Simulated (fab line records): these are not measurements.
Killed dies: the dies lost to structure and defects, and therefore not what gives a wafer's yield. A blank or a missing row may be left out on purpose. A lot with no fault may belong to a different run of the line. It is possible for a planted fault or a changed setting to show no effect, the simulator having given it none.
Split-lot experiment | flow n5Finfet | 21 wafers read from 7 lots, route of 1938 steps

== ABOUT THE SPLIT ==
At N5_SD_EPI_N_EPI_21 (deposits Si:P, time 690 s), the setting tempC was moved away from the recipe's 680 C on 12 of the 21 wafers read, by -0.3% to +0.7%. This setting was run at the recipe's value on the other wafers.

== FROM THE SPLIT TO THE READING: what the file shows between them, 10 steps ==
- N5_SD_EPI_N_PRECLEAN_24: cleans in O3/DIW, time 60 s
- N5_SD_EPI_N_SRD_25: time 30 s
- N5_SD_EPI_N_PRECLEAN_49: cleans in NF3:NH3, afs cycles 1, time 20 s, sublimation time 60 s
- N5_SD_EPI_N_LINER_46: material SiNx, target thk 3 nm
- N5_SD_EPI_P_EPI_21: deposits SiGe:B, time 355 s
- N5_SD_EPI_P_HM_STRIP_48: strips SiNx in H3PO4, material SiNx, target depth 3 nm
- N5_SD_EPI_P_SRD_49: time 30 s
- N5_SD_EPI_P_PRECLEAN_24: cleans in O3/DIW, time 45 s
- N5_SD_ACTIVATION_RTA_00: time 0 s
- N5_SD_ACTIVATION_LSA_01: time 0.0008 s

== THE READING ==
RS_SD_N (ohm/sq), read at N5_SD_ACTIVATION_RS_MEAS_03 with a four-point probe. Typical for fault-free wafers on this fab line: 22.0 ohm/sq, with standard deviation 0.33 ohm/sq.

wafer  | tool, chamber at the split | tempC as run, C | against the recipe | RS_SD_N, ohm/sq | against lot-mates on the recipe
L085.1 | epiRpcvd-03, 0             | 680             | recipe             | 21.6            | -
L085.2 | epiRpcvd-03, 0             | 681.3           | +0.2%              | 21.3            | -0.3
L085.3 | epiRpcvd-03, 0             | 681.3           | +0.2%              | 21.2            | -0.4
L086.1 | epiRpcvd-02, 0             | 684             | +0.6%              | 20.7            | -1.6
L086.2 | epiRpcvd-02, 0             | 684             | +0.6%              | 20.8            | -1.5
L086.4 | epiRpcvd-02, 0             | 680             | recipe             | 22.3            | -
L088.3 | epiRpcvd-01, 0             | 684.5           | +0.7%              | 21.0            | -1.5
L088.4 | epiRpcvd-01, 0             | 684.5           | +0.7%              | 20.9            | -1.6
L088.6 | epiRpcvd-01, 0             | 680             | recipe             | 22.5            | -
L089.1 | epiRpcvd-01, 0             | 680             | recipe             | 21.8            | -
L089.4 | epiRpcvd-01, 0             | 681.5           | +0.2%              | 21.2            | -0.6
L089.6 | epiRpcvd-01, 0             | 681.5           | +0.2%              | 21.3            | -0.5
L090.1 | epiRpcvd-03, 0             | 677.7           | -0.3%              | 23.4            | +0.9
L090.4 | epiRpcvd-03, 0             | 677.7           | -0.3%              | 23.5            | +1.0
L090.6 | epiRpcvd-03, 0             | 680             | recipe             | 22.5            | -
L091.2 | epiRpcvd-03, 0             | 677.9           | -0.3%              | 22.5            | +0.2
L091.3 | epiRpcvd-03, 0             | 677.9           | -0.3%              | 22.5            | +0.2
L091.5 | epiRpcvd-03, 0             | 680             | recipe             | 22.3            | -
L096.4 | epiRpcvd-03, 0             | 680             | recipe             | 22.3            | -
L096.5 | epiRpcvd-03, 0             | 680             | recipe             | 22.2            | -
L096.6 | epiRpcvd-03, 0             | 680             | recipe             | 22.2            | -

THE FIT
A straight line over all 21 wafers: RS_SD_N changes by -2.33 ohm/sq for each +1% of tempC; r = -0.90; the points scatter about the line by 0.36 ohm/sq.
The same after taking each lot's own level away (the mean of its wafers on the recipe; 21 wafers): -2.28 ohm/sq for each +1%; r = -0.97; scatter 0.19 ohm/sq.
Per that fit: largest tempC move, reading shift of 1.5 ohm/sq.
The lots' own levels span 21.60 to 22.50 ohm/sq, that is 2.7 times the standard deviation above.
Hence the lot-to-lot level has little effect on the slope; both slopes agree.
Check: -1.57 ohm/sq against its lot-mates is what the line predicts for one of the wafers moved furthest among these (+0.7%) when that wafer is left out of the fit. It came out at -1.5 ohm/sq against them.

== THE WHOLE CHAIN: every reading that the file lists as answering this split, in the file's order ==
step                        | what it does                                           | reading                                                                        | change (the file's fit)              | r (the file's)
N5_SD_EPI_N_EPI_21          | deposits Si:P, time 690 s                              | Si-P_of_SD_EPI_N_EPI_21.thkNm (the simulator's own value, which no gauge read) | +7.14 nm for each +1% of the setting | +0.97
N5_SD_EPI_P_HM_STRIP_48     | strips SiNx in H3PO4, material SiNx, target depth 3 nm | Si-P_of_SD_EPI_N_EPI_21.thkNm (the simulator's own value, which no gauge read) | +7 nm for each +1% of the setting    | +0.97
N5_SD_ACTIVATION_RS_MEAS_03 | measures by four-point-probe                           | RS_SD_N                                                                        | -2.27 for each +1% of the setting    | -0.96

== THE FILE'S OWN FIT ==
RS_SD_N changes by -2.27 ohm/sq for each +1% of tempC, r = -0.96.
